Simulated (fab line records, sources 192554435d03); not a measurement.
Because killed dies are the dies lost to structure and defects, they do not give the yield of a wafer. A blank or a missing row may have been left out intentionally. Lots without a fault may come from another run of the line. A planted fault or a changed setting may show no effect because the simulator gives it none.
Lot-split experiment | flow n5_finfet | route with 1938 steps; 7 lots, 39 wafers read

== THE SPLIT ==
At N5_FIN_SAQP_PECVD_47 (deposits a-Si from SiH4/He, target thk 45 nm, time 36.3 s), the setting time_s was moved away from the recipe's 36.3 s on 12 of the 39 wafers read, by -53.1% to +24.4%. This setting was run at the recipe's value on the other wafers.

== FROM THE SPLIT TO THE READING: what the file shows between them, 4 steps ==
- N5_FIN_SAQP_PECVD_48: deposits SiNx from SiH4/NH3/N2, target thk 25 nm, time 22.1 s
- N5_FIN_SAQP_PECVD_06: deposits a-Si from SiH4/He, target thk 60 nm, time 48.1 s
- N5_FIN_SAQP_ETCH_57: etches SiNx in CH3F/O2, target depth 32.5 nm, time 46.4 s
- N5_FIN_SAQP_ETCH_65: etches SiO2 in CF4, target depth 4 nm, time 4.4 s

== THE READING ==
oes_product_au, in a.u., at N5_FIN_SAQP_MANDREL_ETCH_58 (etches a-Si in HBr/Cl2, stops on SiNx, target depth 45 nm, bt time 10 s, time 27 s). On this fab line, fault-free wafers typically give 0.695 a.u. with a standard deviation of 0.011 a.u.

wafer  | tool, chamber at the split | time_s as run, s | against the recipe | oes_product_au, a.u. | against lot-mates on the recipe
L075.1 | pecvd-04, 2                | 36.3             | recipe             | 0.703                | -
L075.2 | pecvd-04, 0                | 36.3             | recipe             | 0.691                | -
L075.3 | pecvd-04, 1                | 36.3             | recipe             | 0.709                | -
L075.4 | pecvd-04, 0                | 36.3             | recipe             | 0.705                | -
L075.5 | pecvd-04, 2                | 36.3             | recipe             | 0.696                | -
L075.6 | pecvd-04, 1                | 36.3             | recipe             | 0.712                | -
L078.1 | pecvd-03, 2                | 36.3             | recipe             | 0.707                | -
L078.2 | pecvd-03, 1                | 36.3             | recipe             | 0.690                | -
L078.4 | pecvd-03, 1                | 36.3             | recipe             | 0.690                | -
L080.1 | pecvd-04, 1                | 45.16            | +24.4%             | 0.787                | +0.083
L080.2 | pecvd-04, 0                | 36.3             | recipe             | 0.692                | -
L080.3 | pecvd-04, 1                | 36.3             | recipe             | 0.704                | -
L080.4 | pecvd-04, 0                | 45.16            | +24.4%             | 0.790                | +0.086
L080.5 | pecvd-04, 1                | 45.16            | +24.4%             | 0.801                | +0.097
L080.6 | pecvd-04, 0                | 36.3             | recipe             | 0.715                | -
L081.1 | pecvd-01, 0                | 36.3             | recipe             | 0.703                | -
L081.2 | pecvd-01, 1                | 17.03            | -53.1%             | 0.507                | -0.186
L081.3 | pecvd-01, 0                | 36.3             | recipe             | 0.686                | -
L081.4 | pecvd-01, 1                | 17.03            | -53.1%             | 0.488                | -0.205
L081.5 | pecvd-01, 0                | 36.3             | recipe             | 0.690                | -
L081.6 | pecvd-01, 1                | 17.03            | -53.1%             | 0.497                | -0.196
L082.1 | pecvd-04, 0                | 36.3             | recipe             | 0.687                | -
L082.2 | pecvd-04, 2                | 36.3             | recipe             | 0.700                | -
L082.3 | pecvd-04, 1                | 36.3             | recipe             | 0.699                | -
L082.4 | pecvd-04, 2                | 36.3             | recipe             | 0.688                | -
L082.5 | pecvd-04, 1                | 36.3             | recipe             | 0.706                | -
L082.6 | pecvd-04, 0                | 36.3             | recipe             | 0.698                | -
L087.1 | pecvd-03, 0                | 43.81            | +20.7%             | 0.770                | +0.081
L087.2 | pecvd-03, 1                | 43.81            | +20.7%             | 0.745                | +0.056
L087.3 | pecvd-03, 2                | 36.3             | recipe             | 0.692                | -
L087.4 | pecvd-03, 1                | 36.3             | recipe             | 0.694                | -
L087.5 | pecvd-03, 2                | 43.81            | +20.7%             | 0.780                | +0.091
L087.6 | pecvd-03, 0                | 36.3             | recipe             | 0.682                | -
L091.1 | pecvd-01, 1                | 27.27            | -24.9%             | 0.624                | -0.075
L091.2 | pecvd-01, 0                | 36.3             | recipe             | 0.697                | -
L091.3 | pecvd-01, 2                | 27.27            | -24.9%             | 0.595                | -0.104
L091.4 | pecvd-01, 2                | 27.27            | -24.9%             | 0.584                | -0.115
L091.5 | pecvd-01, 0                | 36.3             | recipe             | 0.692                | -
L091.6 | pecvd-01, 1                | 36.3             | recipe             | 0.708                | -

FIT RESULTS
A straight line over all 39 wafers: oes_product_au changes by +0.00375 a.u. for each +1% of time_s; r = +0.99; the points scatter about the line by 0.011 a.u.
The same after taking each lot's own level away (the mean of its wafers on the recipe; 39 wafers): +0.00371 a.u. for each +1%; r = +0.99; scatter 0.0095 a.u.
That fit puts the effect of the largest move of time_s on the reading at 0.2 a.u.
Measured against the standard deviation above, the lots' own levels, which go from 0.6893 to 0.7037 a.u., span 1.3 times it.
So the lot-to-lot level changes the slope little: the two slopes agree.
Check: with one of the wafers moved furthest among these (-53.1%) left out of the fit, the line predicts -0.201 a.u. for it against its lot-mates. Against them it came out at -0.186 a.u.

== OTHER SPLITS ON THESE WAFERS ==
These wafers also went through other splits before the reading. Each is held against what the fit with the lots' levels taken away leaves over:
other split on the same wafers          | wafers away from the commonest value | r with oes_product_au (lot level and that fit taken away)
N5_ZERO_LAYER_DEVELOP_10 develop_time_s | 18                                   | -0.09

== THE WHOLE CHAIN: every reading that the file lists as answering this split, in the file's order ==
step                        | what it does                                                                       | reading                                                                           | change (the file's fit)                   | r (the file's)
N5_FIN_SAQP_PECVD_47        | deposits a-Si from SiH4/He, target thk 45 nm, time 36.3 s                          | a-Si_of_FIN_SAQP_PECVD_47.thk_nm (the simulator's own value, which no gauge read) | +0.448 nm for each +1% of the setting     | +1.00
N5_FIN_SAQP_MANDREL_ETCH_58 | etches a-Si in HBr/Cl2, stops on SiNx, target depth 45 nm, bt time 10 s, time 27 s | oes_product_au                                                                    | +0.00371 a.u. for each +1% of the setting | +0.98
N5_FIN_SAQP_MANDREL_ETCH_58 | etches a-Si in HBr/Cl2, stops on SiNx, target depth 45 nm, bt time 10 s, time 27 s | etch.depth_nm (the simulator's own value, which no gauge read)                    | +0.448 nm for each +1% of the setting     | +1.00

== THE FILE'S OWN FIT ==
oes_product_au changes by +0.00371 a.u. for each +1% of time_s, r = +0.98.
